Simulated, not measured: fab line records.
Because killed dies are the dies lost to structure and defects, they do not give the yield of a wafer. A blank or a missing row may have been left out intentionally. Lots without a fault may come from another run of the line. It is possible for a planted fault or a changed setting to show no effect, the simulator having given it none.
Which tool was responsible? || flow nand harc || 12 lots, 36 wafers sampled, at 5 steps of a route of 1302

## WHAT THE GAUGES SHOWED, per wafer
NHARC_END_SORT_01. Usual: killed at array 55, standard deviation 20; killed at other 1.2, standard deviation 1.3; killed at periphery 4.0, standard deviation 3; killed dies 60, standard deviation 21; killed open 3.2, standard deviation 1.9; killed short 2.5, standard deviation 1.6.
{"lot": "L467", "measured": "day 29 21:17", "on": "prober-01", "killed at array": "672 662 670", "killed at other": "1 6 1", "killed at periphery": "3 2 1", "killed dies": "676 670 672", "killed open": "3 4 3", "killed short": "3 0 5", "flag": "OFF"}
{"lot": "L468", "measured": "day 29 12:41", "on": "prober-02", "killed at array": "648 667 664", "killed at other": "2 2 2", "killed at periphery": "5 3 9", "killed dies": "655 672 675", "killed open": "3 3 4", "killed short": "5 1 2", "flag": "OFF"}

## WHAT TOOL EACH LOT RAN ON (gives the tool, then ch and the chambers of the sampled wafers, and finally the start)
{"lot": "L458", "NHARC_A_STAIRCASE_ETCH_13": "rie diel-08 ch 1,2, day 15 12:08 or earlier", "NHARC_A_STAIRCASE_ETCH_15": "rie diel-08 ch 0,3, day 15 12:08 or earlier", "NHARC_A_STAIRCASE_TRIM_18": "rie diel-08 ch 0,1,2, day 15 12:08 or earlier", "NHARC_A_STAIRCASE_TRIM_26": "rie diel-04 ch 2,3, day 15 12:08"}
{"lot": "L460", "NHARC_A_STAIRCASE_ETCH_13": "rie diel-04 ch 1,2, day 16 16:17 or earlier", "NHARC_A_STAIRCASE_ETCH_15": "rie diel-04 ch 0,1,2, day 16 16:17 or earlier", "NHARC_A_STAIRCASE_TRIM_18": "rie diel-04 ch 0,1, day 16 16:17 or earlier", "NHARC_A_STAIRCASE_TRIM_26": "rie diel-04 ch 0, day 16 16:17"}
{"lot": "L467", "NHARC_A_STAIRCASE_ETCH_13": "rie diel-04 ch 0,1,2, day 20 08:23 or earlier", "NHARC_A_STAIRCASE_ETCH_15": "rie diel-04 ch 1,2,3, day 20 08:23 or earlier", "NHARC_A_STAIRCASE_TRIM_18": "rie diel-04 ch 0,2,3, day 20 08:23 or earlier", "NHARC_A_STAIRCASE_TRIM_26": "rie diel-04 ch 0,1,3, day 20 08:23"}
{"lot": "L468", "NHARC_A_STAIRCASE_ETCH_13": "rie diel-04 ch 0,3, day 20 11:46 or earlier", "NHARC_A_STAIRCASE_ETCH_15": "rie diel-04 ch 2,3, day 20 11:46 or earlier", "NHARC_A_STAIRCASE_TRIM_18": "rie diel-04 ch 0,3, day 20 11:46 or earlier", "NHARC_A_STAIRCASE_TRIM_26": "rie diel-04 ch 0,1,3, day 20 11:46"}
{"lot": "L471", "NHARC_A_STAIRCASE_ETCH_13": "rie diel-08 ch 0,1,3, day 21 12:37 or earlier", "NHARC_A_STAIRCASE_ETCH_15": "rie diel-08 ch 0,1, day 21 12:37 or earlier", "NHARC_A_STAIRCASE_TRIM_18": "rie diel-08 ch 0,2, day 21 12:37 or earlier", "NHARC_A_STAIRCASE_TRIM_26": "rie diel-08 ch 0,1,2, day 21 12:37"}
{"lot": "L473", "NHARC_A_STAIRCASE_ETCH_13": "rie diel-08 ch 0,2,3, day 22 04:43 or earlier", "NHARC_A_STAIRCASE_ETCH_15": "rie diel-08 ch 0,1, day 22 04:43 or earlier", "NHARC_A_STAIRCASE_TRIM_18": "rie diel-08 ch 0,3, day 22 04:43 or earlier", "NHARC_A_STAIRCASE_TRIM_26": "rie diel-13 ch 0,2, day 22 04:43"}
{"lot": "L474", "NHARC_A_STAIRCASE_ETCH_13": "rie diel-08 ch 1,2,3, day 22 13:31 or earlier", "NHARC_A_STAIRCASE_ETCH_15": "rie diel-08 ch 1,2, day 22 13:31 or earlier", "NHARC_A_STAIRCASE_TRIM_18": "rie diel-08 ch 0,1,3, day 22 13:31 or earlier", "NHARC_A_STAIRCASE_TRIM_26": "rie diel-13 ch 0,1,2, day 22 13:31"}
{"lot": "L476", "NHARC_A_STAIRCASE_ETCH_13": "rie diel-08 ch 1,2,3, day 23 23:20 or earlier", "NHARC_A_STAIRCASE_ETCH_15": "rie diel-08 ch 0,3, day 23 23:20 or earlier", "NHARC_A_STAIRCASE_TRIM_18": "rie diel-08 ch 0,3, day 23 23:20 or earlier", "NHARC_A_STAIRCASE_TRIM_26": "rie diel-04 ch 0,3, day 23 23:20"}
{"lot": "L478", "NHARC_A_STAIRCASE_ETCH_13": "rie diel-04 ch 0,2,3, day 24 08:00 or earlier", "NHARC_A_STAIRCASE_ETCH_15": "rie diel-04 ch 0,1,3, day 24 08:00 or earlier", "NHARC_A_STAIRCASE_TRIM_18": "rie diel-04 ch 1,2, day 24 08:00 or earlier", "NHARC_A_STAIRCASE_TRIM_26": "rie diel-08 ch 0,2,3, day 24 08:00"}
{"lot": "L479", "NHARC_A_STAIRCASE_ETCH_13": "rie diel-13 ch 0,1,2, day 24 14:57 or earlier", "NHARC_A_STAIRCASE_ETCH_15": "rie diel-13 ch 0,1,2, day 24 14:57 or earlier", "NHARC_A_STAIRCASE_TRIM_18": "rie diel-13 ch 0,2,3, day 24 14:57 or earlier", "NHARC_A_STAIRCASE_TRIM_26": "rie diel-13 ch 0,2,3, day 24 14:57"}
{"lot": "L480", "NHARC_A_STAIRCASE_ETCH_13": "rie diel-08 ch 1,2,3, day 25 00:19 or earlier", "NHARC_A_STAIRCASE_ETCH_15": "rie diel-08 ch 1,2, day 25 00:19 or earlier", "NHARC_A_STAIRCASE_TRIM_18": "rie diel-08 ch 1,2, day 25 00:19 or earlier", "NHARC_A_STAIRCASE_TRIM_26": "rie diel-08 ch 1,2,3, day 25 00:19"}
{"lot": "L481", "NHARC_A_STAIRCASE_ETCH_13": "rie diel-08 ch 0,1,2, day 25 11:43 or earlier", "NHARC_A_STAIRCASE_ETCH_15": "rie diel-08 ch 0,1,3, day 25 11:43 or earlier", "NHARC_A_STAIRCASE_TRIM_18": "rie diel-08 ch 0,3, day 25 11:43 or earlier", "NHARC_A_STAIRCASE_TRIM_26": "rie diel-13 ch 0,1,3, day 25 11:43"}
- NHARC_A_STAIRCASE_ETCH_13: etches the open film in C4F8/O2, target depth 100 nm, time 40.5 s.
- NHARC_A_STAIRCASE_ETCH_15: etches the open film in C4F8/O2, target depth 100 nm, time 40.5 s.
- NHARC_A_STAIRCASE_TRIM_18: chemistry O2, time 211.2 s.
- NHARC_A_STAIRCASE_TRIM_26: chemistry O2, time 211.2 s.

## WHAT THE TOOLS THEMSELVES READ (means of the sampled wafers that have a number; where no wafer has one, the mark that the record gives instead)
NHARC_A_STAIRCASE_ETCH_13. Usual: oes product au 0.946 a.u., standard deviation 0.014; rf vpp V 896 V, standard deviation 5.
{"lot": "L458", "tool": "rie diel-08", "oes product au (a.u.)": 0.942, "rf vpp V (V)": 896, "flag": ""}
{"lot": "L460", "tool": "rie diel-04", "oes product au (a.u.)": 0.940, "rf vpp V (V)": 903, "flag": ""}
{"lot": "L467", "tool": "rie diel-04", "oes product au (a.u.)": 0.941, "rf vpp V (V)": 902, "flag": ""}
{"lot": "L468", "tool": "rie diel-04", "oes product au (a.u.)": 0.936, "rf vpp V (V)": 897, "flag": ""}
{"lot": "L471", "tool": "rie diel-08", "oes product au (a.u.)": 0.951, "rf vpp V (V)": 894, "flag": ""}
{"lot": "L473", "tool": "rie diel-08", "oes product au (a.u.)": 0.950, "rf vpp V (V)": 894, "flag": ""}
{"lot": "L474", "tool": "rie diel-08", "oes product au (a.u.)": 0.948, "rf vpp V (V)": 893, "flag": ""}
{"lot": "L476", "tool": "rie diel-08", "oes product au (a.u.)": 0.943, "rf vpp V (V)": 893, "flag": ""}
{"lot": "L478", "tool": "rie diel-04", "oes product au (a.u.)": 0.945, "rf vpp V (V)": 899, "flag": ""}
{"lot": "L479", "tool": "rie diel-13", "oes product au (a.u.)": 0.959, "rf vpp V (V)": 896, "flag": ""}
{"lot": "L480", "tool": "rie diel-08", "oes product au (a.u.)": 0.932, "rf vpp V (V)": 893, "flag": ""}
{"lot": "L481", "tool": "rie diel-08", "oes product au (a.u.)": 0.959, "rf vpp V (V)": 895, "flag": ""}

NHARC_A_STAIRCASE_ETCH_15. Usual: oes product au 0.943 a.u., standard deviation 0.011; rf vpp V 896 V, standard deviation 5.
{"lot": "L458", "tool": "rie diel-08", "oes product au (a.u.)": 0.938, "rf vpp V (V)": 894, "flag": ""}
{"lot": "L460", "tool": "rie diel-04", "oes product au (a.u.)": 0.934, "rf vpp V (V)": 903, "flag": ""}
{"lot": "L467", "tool": "rie diel-04", "oes product au (a.u.)": 0.941, "rf vpp V (V)": 900, "flag": ""}
{"lot": "L468", "tool": "rie diel-04", "oes product au (a.u.)": 0.951, "rf vpp V (V)": 901, "flag": ""}
{"lot": "L471", "tool": "rie diel-08", "oes product au (a.u.)": 0.949, "rf vpp V (V)": 896, "flag": ""}
{"lot": "L473", "tool": "rie diel-08", "oes product au (a.u.)": 0.947, "rf vpp V (V)": 895, "flag": ""}
{"lot": "L474", "tool": "rie diel-08", "oes product au (a.u.)": 0.936, "rf vpp V (V)": 897, "flag": ""}
{"lot": "L476", "tool": "rie diel-08", "oes product au (a.u.)": 0.951, "rf vpp V (V)": 895, "flag": ""}
{"lot": "L478", "tool": "rie diel-04", "oes product au (a.u.)": 0.940, "rf vpp V (V)": 897, "flag": ""}
{"lot": "L479", "tool": "rie diel-13", "oes product au (a.u.)": 0.957, "rf vpp V (V)": 896, "flag": ""}
{"lot": "L480", "tool": "rie diel-08", "oes product au (a.u.)": 0.933, "rf vpp V (V)": 894, "flag": ""}
{"lot": "L481", "tool": "rie diel-08", "oes product au (a.u.)": 0.955, "rf vpp V (V)": 894, "flag": ""}

NHARC_A_STAIRCASE_TRIM_18. Usual: drypump motor current A 5.7 A, standard deviation 0.42; oes product au 1.002 a.u., standard deviation 0.011; rf vpp V 57.9 V, standard deviation 0.92; showerhead plenum p Torr 3.53 Torr, standard deviation 0.14; throttle valve pct 17.037 %, standard deviation 0.0088.
{"lot": "L458", "tool": "rie diel-08", "drypump motor current A (A)": 5.6, "oes product au (a.u.)": 1.001, "rf vpp V (V)": 58.3, "showerhead plenum p Torr (Torr)": 3.54, "throttle valve pct (%)": 17.039, "flag": ""}
{"lot": "L460", "tool": "rie diel-04", "drypump motor current A (A)": 5.2, "oes product au (a.u.)": 0.993, "rf vpp V (V)": 58.4, "showerhead plenum p Torr (Torr)": 3.69, "throttle valve pct (%)": 17.032, "flag": ""}
{"lot": "L467", "tool": "rie diel-04", "drypump motor current A (A)": 6.2, "oes product au (a.u.)": 1.002, "rf vpp V (V)": 58.2, "showerhead plenum p Torr (Torr)": 3.62, "throttle valve pct (%)": 17.038, "flag": ""}
{"lot": "L468", "tool": "rie diel-04", "drypump motor current A (A)": 6.3, "oes product au (a.u.)": 1.001, "rf vpp V (V)": 56.8, "showerhead plenum p Torr (Torr)": 3.49, "throttle valve pct (%)": 17.029, "flag": ""}
{"lot": "L471", "tool": "rie diel-08", "drypump motor current A (A)": 5.4, "oes product au (a.u.)": 1.007, "rf vpp V (V)": 58.2, "showerhead plenum p Torr (Torr)": 3.53, "throttle valve pct (%)": 17.036, "flag": ""}
{"lot": "L473", "tool": "rie diel-08", "drypump motor current A (A)": 5.5, "oes product au (a.u.)": 1.003, "rf vpp V (V)": 57.8, "showerhead plenum p Torr (Torr)": 3.49, "throttle valve pct (%)": 17.037, "flag": ""}
{"lot": "L474", "tool": "rie diel-08", "drypump motor current A (A)": 5.7, "oes product au (a.u.)": 1.005, "rf vpp V (V)": 57.2, "showerhead plenum p Torr (Torr)": 3.46, "throttle valve pct (%)": 17.038, "flag": ""}
{"lot": "L476", "tool": "rie diel-08", "drypump motor current A (A)": 5.5, "oes product au (a.u.)": 0.998, "rf vpp V (V)": 57.8, "showerhead plenum p Torr (Torr)": 3.48, "throttle valve pct (%)": 17.043, "flag": ""}
{"lot": "L478", "tool": "rie diel-04", "drypump motor current A (A)": 5.6, "oes product au (a.u.)": 1.009, "rf vpp V (V)": 59.1, "showerhead plenum p Torr (Torr)": 3.75, "throttle valve pct (%)": 17.036, "flag": ""}
{"lot": "L479", "tool": "rie diel-13", "drypump motor current A (A)": 6.1, "oes product au (a.u.)": 1.005, "rf vpp V (V)": 57.3, "showerhead plenum p Torr (Torr)": 3.40, "throttle valve pct (%)": 17.031, "flag": ""}
{"lot": "L480", "tool": "rie diel-08", "drypump motor current A (A)": 5.6, "oes product au (a.u.)": 1.007, "rf vpp V (V)": 57.9, "showerhead plenum p Torr (Torr)": 3.49, "throttle valve pct (%)": 17.033, "flag": ""}
{"lot": "L481", "tool": "rie diel-08", "drypump motor current A (A)": 5.5, "oes product au (a.u.)": 1.024, "rf vpp V (V)": 58.5, "showerhead plenum p Torr (Torr)": 3.47, "throttle valve pct (%)": 17.034, "flag": ""}

NHARC_A_STAIRCASE_TRIM_26. Usual: drypump motor current A 5.8 A, standard deviation 0.43; oes product au 1.001 a.u., standard deviation 0.011; rf vpp V 57.8 V, standard deviation 0.85; showerhead plenum p Torr 3.53 Torr, standard deviation 0.14; throttle valve pct 17.035 %, standard deviation 0.0084.
{"lot": "L458", "tool": "rie diel-04", "drypump motor current A (A)": 6.1, "oes product au (a.u.)": 1.003, "rf vpp V (V)": 57.9, "showerhead plenum p Torr (Torr)": 3.33, "throttle valve pct (%)": 17.026, "flag": ""}
{"lot": "L460", "tool": "rie diel-04", "drypump motor current A (A)": 6.1, "oes product au (a.u.)": 0.992, "rf vpp V (V)": 58.4, "showerhead plenum p Torr (Torr)": 3.65, "throttle valve pct (%)": 17.032, "flag": ""}
{"lot": "L467", "tool": "rie diel-04", "drypump motor current A (A)": 5.8, "oes product au (a.u.)": 0.797, "rf vpp V (V)": 57.8, "showerhead plenum p Torr (Torr)": 3.58, "throttle valve pct (%)": 17.040, "flag": "OFF"}
{"lot": "L468", "tool": "rie diel-04", "drypump motor current A (A)": 5.7, "oes product au (a.u.)": 0.793, "rf vpp V (V)": 57.9, "showerhead plenum p Torr (Torr)": 3.58, "throttle valve pct (%)": 17.034, "flag": "OFF"}
{"lot": "L471", "tool": "rie diel-08", "drypump motor current A (A)": 5.6, "oes product au (a.u.)": 1.001, "rf vpp V (V)": 57.7, "showerhead plenum p Torr (Torr)": 3.52, "throttle valve pct (%)": 17.035, "flag": ""}
{"lot": "L473", "tool": "rie diel-13", "drypump motor current A (A)": 5.9, "oes product au (a.u.)": 1.013, "rf vpp V (V)": 57.6, "showerhead plenum p Torr (Torr)": 3.48, "throttle valve pct (%)": 17.045, "flag": ""}
{"lot": "L474", "tool": "rie diel-13", "drypump motor current A (A)": 5.8, "oes product au (a.u.)": 0.996, "rf vpp V (V)": 57.7, "showerhead plenum p Torr (Torr)": 3.57, "throttle valve pct (%)": 17.034, "flag": ""}
{"lot": "L476", "tool": "rie diel-04", "drypump motor current A (A)": 6.2, "oes product au (a.u.)": 0.989, "rf vpp V (V)": 58.0, "showerhead plenum p Torr (Torr)": 3.55, "throttle valve pct (%)": 17.036, "flag": ""}
{"lot": "L478", "tool": "rie diel-08", "drypump motor current A (A)": 5.5, "oes product au (a.u.)": 1.010, "rf vpp V (V)": 57.9, "showerhead plenum p Torr (Torr)": 3.47, "throttle valve pct (%)": 17.036, "flag": ""}
{"lot": "L479", "tool": "rie diel-13", "drypump motor current A (A)": 6.1, "oes product au (a.u.)": 1.004, "rf vpp V (V)": 56.8, "showerhead plenum p Torr (Torr)": 3.40, "throttle valve pct (%)": 17.036, "flag": ""}
{"lot": "L480", "tool": "rie diel-08", "drypump motor current A (A)": 5.6, "oes product au (a.u.)": 1.006, "rf vpp V (V)": 57.7, "showerhead plenum p Torr (Torr)": 3.44, "throttle valve pct (%)": 17.040, "flag": ""}
{"lot": "L481", "tool": "rie diel-13", "drypump motor current A (A)": 6.0, "oes product au (a.u.)": 0.990, "rf vpp V (V)": 58.0, "showerhead plenum p Torr (Torr)": 3.48, "throttle valve pct (%)": 17.035, "flag": ""}

## THE ANSWER, worked out from the rows above alone
Rule: take the mean of a lot's wafers that have a number; if it is more than 3 standard deviations from the usual mean, the lot is off. Also off: a lot with no number at a reading for which 4 or more lots have one. Where the step has rows for the other lots, those lots are counted as sound. First the gauges in route order, then the tools' own readings, where a lot's mean is used as printed above. At the first step where some lot is off, the reading lying furthest off is the one used; lots without a number count as furthest.
Off: L467, L468 (NHARC_END_SORT_01, killed at array). Neither off nor sound, because the step has no rows for them: L458, L460, L471, L473, L474, L476, L478, L479, L480, L481.
If a tool, at a process step before that reading, ran all the lots that are off and no sound lot after the first of them, it fits. The gauges at NHARC_END_SORT_01 aren't tried: what is off there is off at NHARC_A_STAIRCASE_TRIM_26 too, on other tools, and a gauge's error can't cause that. NHARC_A_STAIRCASE_ETCH_13: start missing for some lots; hours and lot order therefore follow NHARC_A_STAIRCASE_TRIM_26. NHARC_A_STAIRCASE_ETCH_15: start missing for some lots; hours and lot order therefore follow NHARC_A_STAIRCASE_TRIM_26. NHARC_A_STAIRCASE_TRIM_18: start missing for some lots; hours and lot order therefore follow NHARC_A_STAIRCASE_TRIM_26. One fits: rie diel-04 at NHARC_A_STAIRCASE_ETCH_13 and NHARC_A_STAIRCASE_ETCH_15 and NHARC_A_STAIRCASE_TRIM_18 and NHARC_A_STAIRCASE_TRIM_26. It ran no sound lot before its first lot that is off in this sample, so the start can't be narrowed down.

## WHAT WAS PUT IN BY THE SIMULATOR
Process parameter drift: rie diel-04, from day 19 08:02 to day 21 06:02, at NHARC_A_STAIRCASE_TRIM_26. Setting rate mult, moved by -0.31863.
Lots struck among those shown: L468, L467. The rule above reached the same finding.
